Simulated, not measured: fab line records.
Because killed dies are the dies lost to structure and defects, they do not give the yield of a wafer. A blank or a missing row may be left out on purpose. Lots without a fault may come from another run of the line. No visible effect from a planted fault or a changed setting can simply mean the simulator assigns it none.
Lot-split experiment || flow n5Finfet || 21 wafers read from 7 lots, route of 1938 steps

## THE SPLIT
At N5_BEOL_M2_ETCH_74 (etches underlayer in N2/H2, target depth 6.5 nm, time 5.2 s), the setting sourceW was moved away from the recipe's 840 W on 4 of the 21 wafers read, by -11.8% to +15.9%. For the rest of the wafers, this setting stayed at what the recipe calls for.

Reading taken at the split's own step.

## THE READING
rfVppV, in V, at N5_BEOL_M2_ETCH_74 (etches underlayer in N2/H2, target depth 6.5 nm, time 5.2 s). Typical for fault-free wafers on this fab line: 523.8 V, with standard deviation 2.9 V.

{"wafer": "L075.2", "tool, chamber at the split": "rieDiel-06, 3", "sourceW as run, W": 840, "against the recipe": "recipe", "rfVppV, V": 526.6, "against lot-mates on the recipe": "-"}
{"wafer": "L075.4", "tool, chamber at the split": "rieDiel-06, 0", "sourceW as run, W": 840, "against the recipe": "recipe", "rfVppV, V": 521.3, "against lot-mates on the recipe": "-"}
{"wafer": "L075.6", "tool, chamber at the split": "rieDiel-06, 3", "sourceW as run, W": 840, "against the recipe": "recipe", "rfVppV, V": 526.1, "against lot-mates on the recipe": "-"}
{"wafer": "L085.2", "tool, chamber at the split": "rieDiel-06, 3", "sourceW as run, W": 840, "against the recipe": "recipe", "rfVppV, V": 527.5, "against lot-mates on the recipe": "-"}
{"wafer": "L085.3", "tool, chamber at the split": "rieDiel-06, 2", "sourceW as run, W": 840, "against the recipe": "recipe", "rfVppV, V": 521.5, "against lot-mates on the recipe": "-"}
{"wafer": "L085.5", "tool, chamber at the split": "rieDiel-06, 1", "sourceW as run, W": 840, "against the recipe": "recipe", "rfVppV, V": 521.6, "against lot-mates on the recipe": "-"}
{"wafer": "L087.1", "tool, chamber at the split": "rieDiel-05, 0", "sourceW as run, W": 840, "against the recipe": "recipe", "rfVppV, V": 525.1, "against lot-mates on the recipe": "-"}
{"wafer": "L087.2", "tool, chamber at the split": "rieDiel-05, 1", "sourceW as run, W": 840, "against the recipe": "recipe", "rfVppV, V": 527.9, "against lot-mates on the recipe": "-"}
{"wafer": "L087.3", "tool, chamber at the split": "rieDiel-05, 2", "sourceW as run, W": 840, "against the recipe": "recipe", "rfVppV, V": 524.6, "against lot-mates on the recipe": "-"}
{"wafer": "L092.2", "tool, chamber at the split": "rieDiel-05, 2", "sourceW as run, W": 973.3, "against the recipe": "+15.9%", "rfVppV, V": 501.8, "against lot-mates on the recipe": -24.2}
{"wafer": "L092.5", "tool, chamber at the split": "rieDiel-05, 2", "sourceW as run, W": 840, "against the recipe": "recipe", "rfVppV, V": 525.2, "against lot-mates on the recipe": "-"}
{"wafer": "L092.6", "tool, chamber at the split": "rieDiel-05, 1", "sourceW as run, W": 840, "against the recipe": "recipe", "rfVppV, V": 526.7, "against lot-mates on the recipe": "-"}
{"wafer": "L093.1", "tool, chamber at the split": "rieDiel-05, 1", "sourceW as run, W": 840, "against the recipe": "recipe", "rfVppV, V": 527.0, "against lot-mates on the recipe": "-"}
{"wafer": "L093.4", "tool, chamber at the split": "rieDiel-05, 3", "sourceW as run, W": 840, "against the recipe": "recipe", "rfVppV, V": 521.2, "against lot-mates on the recipe": "-"}
{"wafer": "L093.6", "tool, chamber at the split": "rieDiel-05, 0", "sourceW as run, W": 920.4, "against the recipe": "+9.6%", "rfVppV, V": 506.6, "against lot-mates on the recipe": -17.5}
{"wafer": "L094.2", "tool, chamber at the split": "rieDiel-01, 1", "sourceW as run, W": 840, "against the recipe": "recipe", "rfVppV, V": 518.4, "against lot-mates on the recipe": "-"}
{"wafer": "L094.4", "tool, chamber at the split": "rieDiel-01, 3", "sourceW as run, W": 840, "against the recipe": "recipe", "rfVppV, V": 526.8, "against lot-mates on the recipe": "-"}
{"wafer": "L094.6", "tool, chamber at the split": "rieDiel-01, 1", "sourceW as run, W": 840, "against the recipe": "recipe", "rfVppV, V": 518.6, "against lot-mates on the recipe": "-"}
{"wafer": "L097.1", "tool, chamber at the split": "rieDiel-01, 1", "sourceW as run, W": 741.1, "against the recipe": "-11.8%", "rfVppV, V": 539.8, "against lot-mates on the recipe": "+13.7"}
{"wafer": "L097.2", "tool, chamber at the split": "rieDiel-01, 3", "sourceW as run, W": 840, "against the recipe": "recipe", "rfVppV, V": 526.1, "against lot-mates on the recipe": "-"}
{"wafer": "L097.4", "tool, chamber at the split": "rieDiel-01, 2", "sourceW as run, W": 741.1, "against the recipe": "-11.8%", "rfVppV, V": 547.3, "against lot-mates on the recipe": "+21.2"}

FIT RESULTS
A straight line over all 21 wafers: rfVppV changes by -1.58 V for each +1% of sourceW; r = -0.94; the points scatter about the line by 3.2 V.
The same after taking each lot's own level away (the mean of its wafers on the recipe; 21 wafers): -1.55 V for each +1%; r = -0.95; scatter 2.8 V.
The reading moves by 25 V for the largest change in sourceW, on that fit.
The span of the lots' own levels, 521.27 to 526.10 V, comes to 1.7 times the standard deviation stated above.
The two slopes are in agreement: the lot-to-lot level therefore moves the slope only a little.
Check: with one of the wafers moved furthest among these (+15.9%) left out of the fit, the line predicts -25.3 V for it against its lot-mates. Against them it came out at -24.2 V.
Tool readings at the split's step, against how far the setting was moved: rfVppV r = -0.94.

## THE OTHER SPLITS THESE WAFERS WENT THROUGH
Before the reading, these wafers also passed through other splits. Each is held against what the fit with the lots' levels taken away leaves over:
{"other split on the same wafers": "N5_BEOL_M0_SAQP_HM_DEP_111 timeS", "wafers away from the commonest value": 8, "r with rfVppV (lot level and that fit taken away)": -0.16}
{"other split on the same wafers": "N5_BEOL_M0_SAQP_COAT_105 spinRpm", "wafers away from the commonest value": 7, "r with rfVppV (lot level and that fit taken away)": -0.03}
{"other split on the same wafers": "N5_BEOL_M1_ILD_DEP_00 timeS", "wafers away from the commonest value": 9, "r with rfVppV (lot level and that fit taken away)": "+0.29"}
{"other split on the same wafers": "N5_BEOL_M1_COAT_61 spinRpm", "wafers away from the commonest value": 4, "r with rfVppV (lot level and that fit taken away)": "+0.20"}
{"other split on the same wafers": "N5_BEOL_M1_ETCH_70 timeS", "wafers away from the commonest value": 9, "r with rfVppV (lot level and that fit taken away)": "+0.11"}

## FILE'S OWN FIT
rfVppV changes by -1.57 V for each +1% of sourceW, r = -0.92.
